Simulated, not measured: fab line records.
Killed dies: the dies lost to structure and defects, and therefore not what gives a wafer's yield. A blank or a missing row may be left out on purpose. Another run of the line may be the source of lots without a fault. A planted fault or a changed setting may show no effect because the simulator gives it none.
Which tool is to blame?	flow nand harc	Sampling: 10 lots, 30 wafers, 7 of 1302 route steps

## WHAT THE GAUGES READ, wafer by wafer
NHARC_P_ZERO_WELL_INSPECT_43.
lot	measured	on	raw defect count
L947	day 2 03:29	defect inspect-01	12 22 13
L950	day 3 09:32	defect inspect-02	15 11 11
L952	day 4 05:43	defect inspect-01	722 688 718
L954	day 5 05:37	defect inspect-01	688 709 709
L960	day 7 13:45	defect inspect-02	13 15 23
L961	day 7 23:52	defect inspect-02	24 28 11
L965	day 9 17:49	defect inspect-01	20 27 16
L966	day 10 01:44	defect inspect-02	13 18 20
L968	day 10 21:34	defect inspect-02	22 9 23
L970	day 11 17:40	defect inspect-02	23 38 15

NHARC_P_STI_INSPECT_11.
lot	measured	on	raw defect count
L947	day 3 03:19	defect inspect-02	5 2 1
L950	day 4 02:07	defect inspect-01	11 3 3
L952	day 4 21:38	defect inspect-01	711 683 707
L954	day 5 20:41	defect inspect-01	675 701 698
L960	day 8 05:20	defect inspect-01	2 6 9
L961	day 8 15:50	defect inspect-01	8 4 4
L965	day 10 09:09	defect inspect-02	2 5 9
L966	day 10 18:56	defect inspect-02	5 5 3
L968	day 11 16:19	defect inspect-01	2 0 4
L970	day 12 10:25	defect inspect-01	3 6 9

NHARC_END_SORT_01.
lot	measured	on	killed at array	killed at other	killed at periphery	killed dies	killed open	killed short
L952	day 26 10:07	prober-01	47 40 45	1 0 0	92 88 91	140 128 136	2 2 1	1 4 1
L954	day 27 16:17	prober-02	28 35 27	2 2 1	83 84 83	113 121 111	3 2 4	2 4 0

## EACH LOT AND THE TOOL THAT RAN IT (in order: tool; ch and the chambers of the sampled wafers; start)
lot	NHARC_P_ZERO_WELL_DESCUM_13	NHARC_P_ZERO_WELL_ETCH_65	NHARC_P_ZERO_WELL_ETCH_62	NHARC_P_STI_ETCH_15
L947	rie diel-13 ch 1,2, day 1 21:30	rie diel-13 ch 0,1,3, day 1 21:35	rie diel-13 ch 1,2,3, day 2 03:29 or earlier	rie si-02 ch 0,1,3, day 3 03:44
L950	rie diel-01 ch 2, day 3 03:24	rie diel-01 ch 0,2, day 3 03:33	rie diel-01 ch 0,2, day 3 09:32 or earlier	rie si-02 ch 1,3, day 4 02:31
L952	rie diel-01 ch 0,1,2, day 3 23:25	rie diel-01 ch 0,2, day 3 23:31	rie diel-01 ch 1,2, day 4 05:43 or earlier	rie si-03 ch 0,1,2, day 4 22:05
L954	rie diel-01 ch 0,2, day 4 19:24	rie diel-01 ch 0,1, day 4 19:30	rie diel-01 ch 0,2, day 5 05:37 or earlier	rie si-03 ch 0,1,3, day 5 21:06
L960	rie diel-12 ch 0,1, day 7 07:25	rie diel-12 ch 1,2, day 7 07:29	rie diel-12 ch 1,2, day 7 13:45 or earlier	rie si-03 ch 1,2, day 8 05:46
L961	rie diel-12 ch 0,1,3, day 7 17:46	rie diel-12 ch 1,2, day 7 17:52	rie diel-12 ch 0,1,3, day 7 23:52 or earlier	rie si-06 ch 1,3, day 8 16:16
L965	rie diel-12 ch 0,1, day 9 09:25	rie diel-12 ch 0,1,3, day 9 09:29	rie diel-12 ch 2,3, day 9 17:49 or earlier	rie si-02 ch 0,1,2, day 10 09:35
L966	rie diel-13 ch 1,2, day 9 19:24	rie diel-13 ch 0,1,2, day 9 19:29	rie diel-13 ch 0,2, day 10 01:44 or earlier	rie si-03 ch 2,3, day 10 19:20
L968	rie diel-13 ch 0,1, day 10 15:24	rie diel-13 ch 0,1, day 10 15:29	rie diel-13 ch 0,1, day 10 21:34 or earlier	rie si-03 ch 0,2,3, day 11 16:46
L970	rie diel-01 ch 0,1,2, day 11 11:25	rie diel-01 ch 0,1,2, day 11 11:31	rie diel-01 ch 0,1,3, day 11 17:40 or earlier	rie si-02 ch 1,3, day 12 10:49
- NHARC_P_ZERO_WELL_DESCUM_13: chemistry O2, time 3 s.
- NHARC_P_ZERO_WELL_ETCH_65: etches the open film in N2/H2, target depth 80 nm, overetch 24 nm, time 87.88 s.
- NHARC_P_ZERO_WELL_ETCH_62: etches the open film in CHF3/Ar, target depth 13 nm, time 6.5 s.
- NHARC_P_STI_ETCH_15: etches the open film in HBr/Cl2, target depth 300 nm, time 100.1 s.

## WHAT THE TOOLS THEMSELVES READ (means of the sampled wafers that have a number; where no wafer has one, the mark that the record gives instead)
NHARC_P_ZERO_WELL_DESCUM_13.
lot	tool	drypump motor current A (A)	oes product au (a.u.)	rf vpp V (V)	showerhead plenum p Torr (Torr)	throttle valve pct (%)
L947	rie diel-13	5.8	0.996	57.8	2.06	11.314
L950	rie diel-01	6.0	0.999	58.1	1.98	11.310
L952	rie diel-01	5.7	0.992	57.9	1.88	11.305
L954	rie diel-01	5.8	0.998	57.7	1.92	11.318
L960	rie diel-12	5.7	1.002	58.4	2.00	11.317
L961	rie diel-12	5.4	1.003	59.1	2.00	11.314
L965	rie diel-12	5.6	0.998	57.9	2.00	11.314
L966	rie diel-13	5.5	1.008	58.7	2.01	11.317
L968	rie diel-13	6.0	1.003	57.7	1.94	11.307
L970	rie diel-01	5.7	1.002	58.6	1.97	11.308

NHARC_P_ZERO_WELL_ETCH_65.
lot	tool	drypump motor current A (A)	n2 flow sccm (sccm)	oes product au (a.u.)	rf vpp V (V)	showerhead plenum p Torr (Torr)	throttle valve pct (%)
L947	rie diel-13	5.8	150.3	1.004	431.1	2.06	14.172
L950	rie diel-01	5.9	149.3	0.992	432.1	2.08	14.174
L952	rie diel-01	5.9	149.8	0.995	431.0	2.08	14.167
L954	rie diel-01	5.5	150.1	0.994	428.3	1.97	14.174
L960	rie diel-12	5.8	149.6	0.995	430.8	2.05	14.169
L961	rie diel-12	5.8	150.1	0.996	433.4	2.13	14.177
L965	rie diel-12	5.4	150.1	0.992	432.8	2.13	14.174
L966	rie diel-13	5.9	149.8	1.000	432.5	2.12	14.170
L968	rie diel-13	5.7	149.7	0.999	431.3	2.09	14.174
L970	rie diel-01	5.7	150.0	0.994	432.8	2.10	14.175

NHARC_P_ZERO_WELL_ETCH_62.
lot	tool	drypump motor current A (A)	oes product au (a.u.)	rf vpp V (V)	showerhead plenum p Torr (Torr)	throttle valve pct (%)
L947	rie diel-13	5.7	0.926	373.5	2.42	20.209
L950	rie diel-01	5.9	0.941	371.1	2.39	20.211
L952	rie diel-01	5.6	0.945	368.5	2.26	20.221
L954	rie diel-01	5.9	0.966	371.2	2.38	20.222
L960	rie diel-12	5.8	0.973	370.8	2.36	20.211
L961	rie diel-12	5.4	0.958	372.1	2.44	20.217
L965	rie diel-12	5.6	0.956	371.1	2.35	20.221
L966	rie diel-13	6.3	0.946	372.4	2.40	20.223
L968	rie diel-13	6.0	0.972	371.2	2.38	20.215
L970	rie diel-01	5.6	0.973	371.5	2.36	20.218

NHARC_P_STI_ETCH_15.
lot	tool	drypump motor current A (A)	oes product au (a.u.)	throttle valve pct (%)
L947	rie si-02	5.9	0.999	26.401
L950	rie si-02	6.0	0.998	26.427
L952	rie si-03	5.8	1.013	26.401
L954	rie si-03	5.6	1.011	26.401
L960	rie si-03	5.7	1.008	26.397
L961	rie si-06	6.0	1.008	26.398
L965	rie si-02	5.8	0.995	26.413
L966	rie si-03	5.8	1.011	26.402
L968	rie si-03	5.8	0.999	26.405
L970	rie si-02	6.0	0.996	26.410

## THE ANSWER, worked out from the rows above alone
Rule: what is usual is taken from the lots themselves. Put in order of their means at a reading, lots are off if they are a third of the lots or fewer, leave a main group of 4 or more, and stand apart from it by a gap of 3 or more times the standard deviation of the main group's means; of several such gaps the widest counts. A main group is skipped when, at the precision printed for the reading in the tables above, its means are all equal. A lot without any number at a reading at which 4 lots or more have one is off too. Where the step has rows for the other lots, those lots are counted as sound. After the gauges, taken in route order, come the tools' own readings; for these a lot's mean is taken, as printed above. At the first step where some lot is off, the reading lying furthest off is the one used; lots without a number count as furthest.
Off: L952, L954, at NHARC_P_ZERO_WELL_INSPECT_43 (raw defect count). The main group: mean 18, standard deviation 3.7.
If a tool, at a process step before that reading, ran all the lots that are off and no sound lot after the first of them, it fits. Those tools and the gauges at NHARC_P_ZERO_WELL_INSPECT_43 are tried in the same way. NHARC_P_ZERO_WELL_ETCH_62 gives no start for some lots, so the hours and the order of its lots are those of NHARC_P_ZERO_WELL_INSPECT_43. Not one of the candidates tried fits.

## WHAT HAD BEEN PUT IN BY THE SIMULATOR
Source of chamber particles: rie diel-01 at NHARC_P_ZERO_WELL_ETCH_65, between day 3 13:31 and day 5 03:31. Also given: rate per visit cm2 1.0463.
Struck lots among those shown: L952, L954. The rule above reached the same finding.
